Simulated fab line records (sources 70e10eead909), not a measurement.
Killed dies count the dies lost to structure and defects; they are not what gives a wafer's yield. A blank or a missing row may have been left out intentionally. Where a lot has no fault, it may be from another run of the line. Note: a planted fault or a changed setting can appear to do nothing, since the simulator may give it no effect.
Which tool was responsible? || flow nandHarc || 11 lots with 33 wafers sampled at 5 steps, on a route of 1302 steps

## WHAT THE GAUGES READ, wafer by wafer
NHARC_END_SORT_01. Usual: killedAtArray 58, standard deviation 20; killedAtOther 1.0, standard deviation 1.2; killedAtPeriphery 4.1, standard deviation 3; killedDies 63, standard deviation 20; killedOpen 3.2, standard deviation 1.7; killedShort 2.5, standard deviation 1.5.
{"lot": "L988", "measured": "day 28 10:50", "on": "prober-01", "killedAtArray": "669 664 669", "killedAtOther": "2 3 1", "killedAtPeriphery": "6 10 7", "killedDies": "677 677 677", "killedOpen": "2 5 6", "killedShort": "4 1 1", "flag": "OFF"}
{"lot": "L989", "measured": "day 28 21:06", "on": "prober-01", "killedAtArray": "670 668 671", "killedAtOther": "0 0 2", "killedAtPeriphery": "7 9 4", "killedDies": "677 677 677", "killedOpen": "1 3 0", "killedShort": "2 2 2", "flag": "OFF"}
{"lot": "L990", "measured": "day 28 11:41", "on": "prober-02", "killedAtArray": "666 669 666", "killedAtOther": "0 0 1", "killedAtPeriphery": "11 8 10", "killedDies": "677 677 677", "killedOpen": "5 1 7", "killedShort": "2 4 4", "flag": "OFF"}

## WHICH TOOL RAN EACH LOT (tool, then ch and the chambers of the sampled wafers, then the start)
{"lot": "L981", "NHARC_A_STAIRCASE_ETCH_169": "rieDiel-07 ch 0,1, day 16 09:31", "NHARC_A_STAIRCASE_ETCH_15": "rieDiel-07 ch 0,1,3, day 16 13:05 or earlier", "NHARC_A_STAIRCASE_TRIM_16": "rieDiel-07 ch 1,2,3, day 16 13:05 or earlier", "NHARC_A_STAIRCASE_TRIM_26": "rieDiel-07 ch 0,2,3, day 16 13:05"}
{"lot": "L980", "NHARC_A_STAIRCASE_ETCH_169": "rieDiel-06 ch 1,2,3, day 16 09:48", "NHARC_A_STAIRCASE_ETCH_15": "rieDiel-06 ch 1,2,3, day 16 13:58 or earlier", "NHARC_A_STAIRCASE_TRIM_16": "rieDiel-06 ch 1,2,3, day 16 13:58 or earlier", "NHARC_A_STAIRCASE_TRIM_26": "rieDiel-06 ch 0,1,2, day 16 13:58"}
{"lot": "L984", "NHARC_A_STAIRCASE_ETCH_169": "rieDiel-07 ch 1,2, day 17 15:28", "NHARC_A_STAIRCASE_ETCH_15": "rieDiel-06 ch 0,1, day 17 20:50 or earlier", "NHARC_A_STAIRCASE_TRIM_16": "rieDiel-06 ch 0,1,3, day 17 20:50 or earlier", "NHARC_A_STAIRCASE_TRIM_26": "rieDiel-08 ch 0,1, day 17 20:50"}
{"lot": "L983", "NHARC_A_STAIRCASE_ETCH_169": "rieDiel-07 ch 2,3, day 17 15:31", "NHARC_A_STAIRCASE_ETCH_15": "rieDiel-07 ch 0,1,2, day 17 20:32 or earlier", "NHARC_A_STAIRCASE_TRIM_16": "rieDiel-07 ch 0,1, day 17 20:32 or earlier", "NHARC_A_STAIRCASE_TRIM_26": "rieDiel-06 ch 0,1,3, day 17 20:32"}
{"lot": "L988", "NHARC_A_STAIRCASE_ETCH_169": "rieDiel-06 ch 1,3, day 19 21:26", "NHARC_A_STAIRCASE_ETCH_15": "rieDiel-08 ch 0,2,3, day 20 01:16 or earlier", "NHARC_A_STAIRCASE_TRIM_16": "rieDiel-08 ch 0,1,3, day 20 01:16 or earlier", "NHARC_A_STAIRCASE_TRIM_26": "rieDiel-07 ch 0,1,2, day 20 01:16"}
{"lot": "L989", "NHARC_A_STAIRCASE_ETCH_169": "rieDiel-07 ch 1,2, day 19 21:42", "NHARC_A_STAIRCASE_ETCH_15": "rieDiel-08 ch 0,1, day 20 01:35 or earlier", "NHARC_A_STAIRCASE_TRIM_16": "rieDiel-08 ch 0,1,3, day 20 01:35 or earlier", "NHARC_A_STAIRCASE_TRIM_26": "rieDiel-08 ch 0,1, day 20 01:35"}
{"lot": "L990", "NHARC_A_STAIRCASE_ETCH_169": "rieDiel-07 ch 1,2,3, day 20 01:52", "NHARC_A_STAIRCASE_ETCH_15": "rieDiel-07 ch 0,3, day 20 06:15 or earlier", "NHARC_A_STAIRCASE_TRIM_16": "rieDiel-07 ch 0,3, day 20 06:15 or earlier", "NHARC_A_STAIRCASE_TRIM_26": "rieDiel-08 ch 1,2,3, day 20 06:15"}
{"lot": "L997", "NHARC_A_STAIRCASE_ETCH_169": "rieDiel-07 ch 1,2,3, day 23 05:13", "NHARC_A_STAIRCASE_ETCH_15": "rieDiel-07 ch 1,2, day 23 09:11 or earlier", "NHARC_A_STAIRCASE_TRIM_16": "rieDiel-07 ch 1,2,3, day 23 09:11 or earlier", "NHARC_A_STAIRCASE_TRIM_26": "rieDiel-07 ch 2,3, day 23 09:11"}
{"lot": "L999", "NHARC_A_STAIRCASE_ETCH_169": "rieDiel-07 ch 0,2,3, day 24 05:52", "NHARC_A_STAIRCASE_ETCH_15": "rieDiel-07 ch 0,1,3, day 24 09:30 or earlier", "NHARC_A_STAIRCASE_TRIM_16": "rieDiel-07 ch 0,1,3, day 24 09:30 or earlier", "NHARC_A_STAIRCASE_TRIM_26": "rieDiel-07 ch 0,2,3, day 24 09:30"}
{"lot": "L998", "NHARC_A_STAIRCASE_ETCH_169": "rieDiel-07 ch 0,1,2, day 24 06:13", "NHARC_A_STAIRCASE_ETCH_15": "rieDiel-08 ch 0,1,3, day 24 09:49 or earlier", "NHARC_A_STAIRCASE_TRIM_16": "rieDiel-08 ch 0,1,3, day 24 09:49 or earlier", "NHARC_A_STAIRCASE_TRIM_26": "rieDiel-08 ch 0,1,2, day 24 09:49"}
{"lot": "L100", "NHARC_A_STAIRCASE_ETCH_169": "rieDiel-08 ch 0,3, day 24 14:56", "NHARC_A_STAIRCASE_ETCH_15": "rieDiel-07 ch 1,2,3, day 24 21:12 or earlier", "NHARC_A_STAIRCASE_TRIM_16": "rieDiel-07 ch 2,3, day 24 21:12 or earlier", "NHARC_A_STAIRCASE_TRIM_26": "rieDiel-08 ch 0,3, day 24 21:12"}
- NHARC_A_STAIRCASE_ETCH_169: etches the open film in CH3F/O2, target depth 50 nm, time 107.1 s.
- NHARC_A_STAIRCASE_ETCH_15: etches the open film in C4F8/O2, target depth 100 nm, time 40.5 s.
- NHARC_A_STAIRCASE_TRIM_16: chemistry O2, time 211.2 s.
- NHARC_A_STAIRCASE_TRIM_26: chemistry O2, time 211.2 s.

## WHAT THE TOOLS THEMSELVES READ (means of the sampled wafers that have a number; where no wafer has one, the mark that the record gives instead)
NHARC_A_STAIRCASE_ETCH_169. Usual: chamberPressureMTorr 24.996 mTorr, standard deviation 0.021; drypumpMotorCurrentA 5.5 A, standard deviation 0.41; oesProductAu 0.956 a.u., standard deviation 0.018; rfVppV 244.8 V, standard deviation 1.3; showerheadPlenumPTorr 2.48 Torr, standard deviation 0.084; throttleValvePct 20.663 %, standard deviation 0.01.
{"lot": "L981", "tool": "rieDiel-07", "chamberPressureMTorr (mTorr)": 24.983, "drypumpMotorCurrentA (A)": 5.4, "oesProductAu (a.u.)": 0.970, "rfVppV (V)": 245.5, "showerheadPlenumPTorr (Torr)": 2.55, "throttleValvePct (%)": 20.663, "flag": ""}
{"lot": "L980", "tool": "rieDiel-06", "chamberPressureMTorr (mTorr)": 24.977, "drypumpMotorCurrentA (A)": 6.1, "oesProductAu (a.u.)": 0.962, "rfVppV (V)": 244.3, "showerheadPlenumPTorr (Torr)": 2.43, "throttleValvePct (%)": 20.666, "flag": ""}
{"lot": "L984", "tool": "rieDiel-07", "chamberPressureMTorr (mTorr)": 24.994, "drypumpMotorCurrentA (A)": 5.1, "oesProductAu (a.u.)": 0.958, "rfVppV (V)": 244.9, "showerheadPlenumPTorr (Torr)": 2.54, "throttleValvePct (%)": 20.665, "flag": ""}
{"lot": "L983", "tool": "rieDiel-07", "chamberPressureMTorr (mTorr)": 25.002, "drypumpMotorCurrentA (A)": 5.3, "oesProductAu (a.u.)": 0.941, "rfVppV (V)": 244.9, "showerheadPlenumPTorr (Torr)": 2.51, "throttleValvePct (%)": 20.657, "flag": ""}
{"lot": "L988", "tool": "rieDiel-06", "chamberPressureMTorr (mTorr)": 25.003, "drypumpMotorCurrentA (A)": 5.8, "oesProductAu (a.u.)": 0.948, "rfVppV (V)": 245.0, "showerheadPlenumPTorr (Torr)": 2.43, "throttleValvePct (%)": 20.666, "flag": ""}
{"lot": "L989", "tool": "rieDiel-07", "chamberPressureMTorr (mTorr)": 24.982, "drypumpMotorCurrentA (A)": 5.1, "oesProductAu (a.u.)": 0.927, "rfVppV (V)": 245.1, "showerheadPlenumPTorr (Torr)": 2.53, "throttleValvePct (%)": 20.668, "flag": ""}
{"lot": "L990", "tool": "rieDiel-07", "chamberPressureMTorr (mTorr)": 24.986, "drypumpMotorCurrentA (A)": 5.2, "oesProductAu (a.u.)": 0.967, "rfVppV (V)": 244.7, "showerheadPlenumPTorr (Torr)": 2.49, "throttleValvePct (%)": 20.663, "flag": ""}
{"lot": "L997", "tool": "rieDiel-07", "chamberPressureMTorr (mTorr)": 25.007, "drypumpMotorCurrentA (A)": 5.2, "oesProductAu (a.u.)": 0.929, "rfVppV (V)": 244.5, "showerheadPlenumPTorr (Torr)": 2.48, "throttleValvePct (%)": 20.667, "flag": ""}
{"lot": "L999", "tool": "rieDiel-07", "chamberPressureMTorr (mTorr)": 24.986, "drypumpMotorCurrentA (A)": 5.5, "oesProductAu (a.u.)": 0.963, "rfVppV (V)": 245.9, "showerheadPlenumPTorr (Torr)": 2.51, "throttleValvePct (%)": 20.664, "flag": ""}
{"lot": "L998", "tool": "rieDiel-07", "chamberPressureMTorr (mTorr)": 25.025, "drypumpMotorCurrentA (A)": 5.5, "oesProductAu (a.u.)": 0.961, "rfVppV (V)": 245.9, "showerheadPlenumPTorr (Torr)": 2.54, "throttleValvePct (%)": 20.653, "flag": ""}
{"lot": "L100", "tool": "rieDiel-08", "chamberPressureMTorr (mTorr)": 24.997, "drypumpMotorCurrentA (A)": 5.3, "oesProductAu (a.u.)": 0.988, "rfVppV (V)": 244.2, "showerheadPlenumPTorr (Torr)": 2.39, "throttleValvePct (%)": 20.665, "flag": ""}

NHARC_A_STAIRCASE_ETCH_15. Usual: chamberPressureMTorr 25.002 mTorr, standard deviation 0.022; oesProductAu 0.937 a.u., standard deviation 0.012; rfVppV 897 V, standard deviation 4.1.
{"lot": "L981", "tool": "rieDiel-07", "chamberPressureMTorr (mTorr)": 25.016, "oesProductAu (a.u.)": 0.935, "rfVppV (V)": 899, "flag": ""}
{"lot": "L980", "tool": "rieDiel-06", "chamberPressureMTorr (mTorr)": 24.990, "oesProductAu (a.u.)": 0.934, "rfVppV (V)": 895, "flag": ""}
{"lot": "L984", "tool": "rieDiel-06", "chamberPressureMTorr (mTorr)": 24.994, "oesProductAu (a.u.)": 0.939, "rfVppV (V)": 898, "flag": ""}
{"lot": "L983", "tool": "rieDiel-07", "chamberPressureMTorr (mTorr)": 24.989, "oesProductAu (a.u.)": 0.929, "rfVppV (V)": 900, "flag": ""}
{"lot": "L988", "tool": "rieDiel-08", "chamberPressureMTorr (mTorr)": 24.997, "oesProductAu (a.u.)": 0.938, "rfVppV (V)": 893, "flag": ""}
{"lot": "L989", "tool": "rieDiel-08", "chamberPressureMTorr (mTorr)": 25.020, "oesProductAu (a.u.)": 0.944, "rfVppV (V)": 897, "flag": ""}
{"lot": "L990", "tool": "rieDiel-07", "chamberPressureMTorr (mTorr)": 24.999, "oesProductAu (a.u.)": 0.927, "rfVppV (V)": 897, "flag": ""}
{"lot": "L997", "tool": "rieDiel-07", "chamberPressureMTorr (mTorr)": 24.984, "oesProductAu (a.u.)": 0.935, "rfVppV (V)": 898, "flag": ""}
{"lot": "L999", "tool": "rieDiel-07", "chamberPressureMTorr (mTorr)": 25.008, "oesProductAu (a.u.)": 0.943, "rfVppV (V)": 897, "flag": ""}
{"lot": "L998", "tool": "rieDiel-08", "chamberPressureMTorr (mTorr)": 25.005, "oesProductAu (a.u.)": 0.954, "rfVppV (V)": 893, "flag": ""}
{"lot": "L100", "tool": "rieDiel-07", "chamberPressureMTorr (mTorr)": 25.023, "oesProductAu (a.u.)": 0.939, "rfVppV (V)": 897, "flag": ""}

NHARC_A_STAIRCASE_TRIM_16. Usual: chamberPressureMTorr 60.00 mTorr, standard deviation 0.056; drypumpMotorCurrentA 5.6 A, standard deviation 0.45; oesProductAu 0.997 a.u., standard deviation 0.01; rfVppV 57.9 V, standard deviation 0.94; showerheadPlenumPTorr 3.54 Torr, standard deviation 0.11; throttleValvePct 17.036 %, standard deviation 0.0088.
{"lot": "L981", "tool": "rieDiel-07", "chamberPressureMTorr (mTorr)": 59.92, "drypumpMotorCurrentA (A)": 5.2, "oesProductAu (a.u.)": 0.987, "rfVppV (V)": 57.6, "showerheadPlenumPTorr (Torr)": 3.59, "throttleValvePct (%)": 17.033, "flag": ""}
{"lot": "L980", "tool": "rieDiel-06", "chamberPressureMTorr (mTorr)": 60.05, "drypumpMotorCurrentA (A)": 6.1, "oesProductAu (a.u.)": 0.999, "rfVppV (V)": 58.1, "showerheadPlenumPTorr (Torr)": 3.48, "throttleValvePct (%)": 17.033, "flag": ""}
{"lot": "L984", "tool": "rieDiel-06", "chamberPressureMTorr (mTorr)": 59.96, "drypumpMotorCurrentA (A)": 5.7, "oesProductAu (a.u.)": 1.000, "rfVppV (V)": 58.5, "showerheadPlenumPTorr (Torr)": 3.57, "throttleValvePct (%)": 17.044, "flag": ""}
{"lot": "L983", "tool": "rieDiel-07", "chamberPressureMTorr (mTorr)": 60.01, "drypumpMotorCurrentA (A)": 5.5, "oesProductAu (a.u.)": 0.996, "rfVppV (V)": 58.1, "showerheadPlenumPTorr (Torr)": 3.65, "throttleValvePct (%)": 17.033, "flag": ""}
{"lot": "L988", "tool": "rieDiel-08", "chamberPressureMTorr (mTorr)": 59.98, "drypumpMotorCurrentA (A)": 5.5, "oesProductAu (a.u.)": 1.003, "rfVppV (V)": 57.7, "showerheadPlenumPTorr (Torr)": 3.47, "throttleValvePct (%)": 17.040, "flag": ""}
{"lot": "L989", "tool": "rieDiel-08", "chamberPressureMTorr (mTorr)": 59.96, "drypumpMotorCurrentA (A)": 5.5, "oesProductAu (a.u.)": 1.003, "rfVppV (V)": 56.9, "showerheadPlenumPTorr (Torr)": 3.47, "throttleValvePct (%)": 17.038, "flag": ""}
{"lot": "L990", "tool": "rieDiel-07", "chamberPressureMTorr (mTorr)": 59.94, "drypumpMotorCurrentA (A)": 5.6, "oesProductAu (a.u.)": 0.990, "rfVppV (V)": 57.3, "showerheadPlenumPTorr (Torr)": 3.55, "throttleValvePct (%)": 17.038, "flag": ""}
{"lot": "L997", "tool": "rieDiel-07", "chamberPressureMTorr (mTorr)": 59.98, "drypumpMotorCurrentA (A)": 5.2, "oesProductAu (a.u.)": 0.999, "rfVppV (V)": 58.5, "showerheadPlenumPTorr (Torr)": 3.56, "throttleValvePct (%)": 17.038, "flag": ""}
{"lot": "L999", "tool": "rieDiel-07", "chamberPressureMTorr (mTorr)": 59.98, "drypumpMotorCurrentA (A)": 5.5, "oesProductAu (a.u.)": 0.988, "rfVppV (V)": 58.0, "showerheadPlenumPTorr (Torr)": 3.58, "throttleValvePct (%)": 17.040, "flag": ""}
{"lot": "L998", "tool": "rieDiel-08", "chamberPressureMTorr (mTorr)": 60.01, "drypumpMotorCurrentA (A)": 5.5, "oesProductAu (a.u.)": 0.997, "rfVppV (V)": 57.7, "showerheadPlenumPTorr (Torr)": 3.45, "throttleValvePct (%)": 17.040, "flag": ""}
{"lot": "L100", "tool": "rieDiel-07", "chamberPressureMTorr (mTorr)": 59.99, "drypumpMotorCurrentA (A)": 5.3, "oesProductAu (a.u.)": 0.995, "rfVppV (V)": 58.0, "showerheadPlenumPTorr (Torr)": 3.51, "throttleValvePct (%)": 17.043, "flag": ""}

NHARC_A_STAIRCASE_TRIM_26. Usual: chamberPressureMTorr 60.00 mTorr, standard deviation 0.054; drypumpMotorCurrentA 5.6 A, standard deviation 0.44; oesProductAu 0.996 a.u., standard deviation 0.012; rfVppV 57.8 V, standard deviation 0.92; showerheadPlenumPTorr 3.54 Torr, standard deviation 0.11; throttleValvePct 17.037 %, standard deviation 0.0097.
{"lot": "L981", "tool": "rieDiel-07", "chamberPressureMTorr (mTorr)": 59.99, "drypumpMotorCurrentA (A)": 5.6, "oesProductAu (a.u.)": 0.990, "rfVppV (V)": 58.3, "showerheadPlenumPTorr (Torr)": 3.62, "throttleValvePct (%)": 17.034, "flag": ""}
{"lot": "L980", "tool": "rieDiel-06", "chamberPressureMTorr (mTorr)": 59.95, "drypumpMotorCurrentA (A)": 5.9, "oesProductAu (a.u.)": 1.004, "rfVppV (V)": 57.8, "showerheadPlenumPTorr (Torr)": 3.56, "throttleValvePct (%)": 17.037, "flag": ""}
{"lot": "L984", "tool": "rieDiel-08", "chamberPressureMTorr (mTorr)": 60.01, "drypumpMotorCurrentA (A)": 5.6, "oesProductAu (a.u.)": 1.012, "rfVppV (V)": 57.2, "showerheadPlenumPTorr (Torr)": 3.56, "throttleValvePct (%)": 17.036, "flag": ""}
{"lot": "L983", "tool": "rieDiel-06", "chamberPressureMTorr (mTorr)": 60.01, "drypumpMotorCurrentA (A)": 5.7, "oesProductAu (a.u.)": 1.005, "rfVppV (V)": 56.9, "showerheadPlenumPTorr (Torr)": 3.57, "throttleValvePct (%)": 17.042, "flag": ""}
{"lot": "L988", "tool": "rieDiel-07", "chamberPressureMTorr (mTorr)": "-", "drypumpMotorCurrentA (A)": "-", "oesProductAu (a.u.)": "-", "rfVppV (V)": "-", "showerheadPlenumPTorr (Torr)": "-", "throttleValvePct (%)": "-", "flag": "OFF"}
{"lot": "L989", "tool": "rieDiel-08", "chamberPressureMTorr (mTorr)": "-", "drypumpMotorCurrentA (A)": "-", "oesProductAu (a.u.)": "-", "rfVppV (V)": "-", "showerheadPlenumPTorr (Torr)": "-", "throttleValvePct (%)": "-", "flag": "OFF"}
{"lot": "L990", "tool": "rieDiel-08", "chamberPressureMTorr (mTorr)": "-", "drypumpMotorCurrentA (A)": "-", "oesProductAu (a.u.)": "-", "rfVppV (V)": "-", "showerheadPlenumPTorr (Torr)": "-", "throttleValvePct (%)": "-", "flag": "OFF"}
{"lot": "L997", "tool": "rieDiel-07", "chamberPressureMTorr (mTorr)": 59.98, "drypumpMotorCurrentA (A)": 5.2, "oesProductAu (a.u.)": 0.992, "rfVppV (V)": 58.4, "showerheadPlenumPTorr (Torr)": 3.57, "throttleValvePct (%)": 17.036, "flag": ""}
{"lot": "L999", "tool": "rieDiel-07", "chamberPressureMTorr (mTorr)": 59.99, "drypumpMotorCurrentA (A)": 5.5, "oesProductAu (a.u.)": 1.000, "rfVppV (V)": 57.6, "showerheadPlenumPTorr (Torr)": 3.59, "throttleValvePct (%)": 17.046, "flag": ""}
{"lot": "L998", "tool": "rieDiel-08", "chamberPressureMTorr (mTorr)": 60.03, "drypumpMotorCurrentA (A)": 5.5, "oesProductAu (a.u.)": 1.009, "rfVppV (V)": 57.3, "showerheadPlenumPTorr (Torr)": 3.51, "throttleValvePct (%)": 17.037, "flag": ""}
{"lot": "L100", "tool": "rieDiel-08", "chamberPressureMTorr (mTorr)": 59.98, "drypumpMotorCurrentA (A)": 5.5, "oesProductAu (a.u.)": 1.006, "rfVppV (V)": 56.6, "showerheadPlenumPTorr (Torr)": 3.37, "throttleValvePct (%)": 17.039, "flag": ""}

## THE ANSWER, worked out from the rows above alone
Rule: lot off if the mean of its wafers having a number is beyond 3 standard deviations from the usual mean. A lot without any number at a reading at which 4 lots or more have one is off too. All remaining lots with rows at the step are treated as sound. Order of review: gauges by route order, followed by the tools' own readings, for which a lot's mean as printed above is used. The first step at which some lot is off is used, and at that step the reading that is off furthest; a lot without a number counts as furthest.
Off: L988, L989, L990 (NHARC_END_SORT_01, killedDies). Neither off nor sound, because the step has no rows for them: L981, L980, L984, L983, L997, L999, L998, L100.
A tool fits if, at a process step before that reading, it ran every lot that is off, and no sound lot after the first of them. Not tried: the gauges at NHARC_END_SORT_01; whatever is off there is also off at NHARC_A_STAIRCASE_TRIM_26, on other tools, and gauge error can't account for it. With no start given for some of its lots, NHARC_A_STAIRCASE_ETCH_15 uses the hours and lot order of NHARC_A_STAIRCASE_TRIM_26. With no start given for some of its lots, NHARC_A_STAIRCASE_TRIM_16 uses the hours and lot order of NHARC_A_STAIRCASE_TRIM_26. No candidate that was tried fits.

## WHAT WAS PUT IN BY THE SIMULATOR
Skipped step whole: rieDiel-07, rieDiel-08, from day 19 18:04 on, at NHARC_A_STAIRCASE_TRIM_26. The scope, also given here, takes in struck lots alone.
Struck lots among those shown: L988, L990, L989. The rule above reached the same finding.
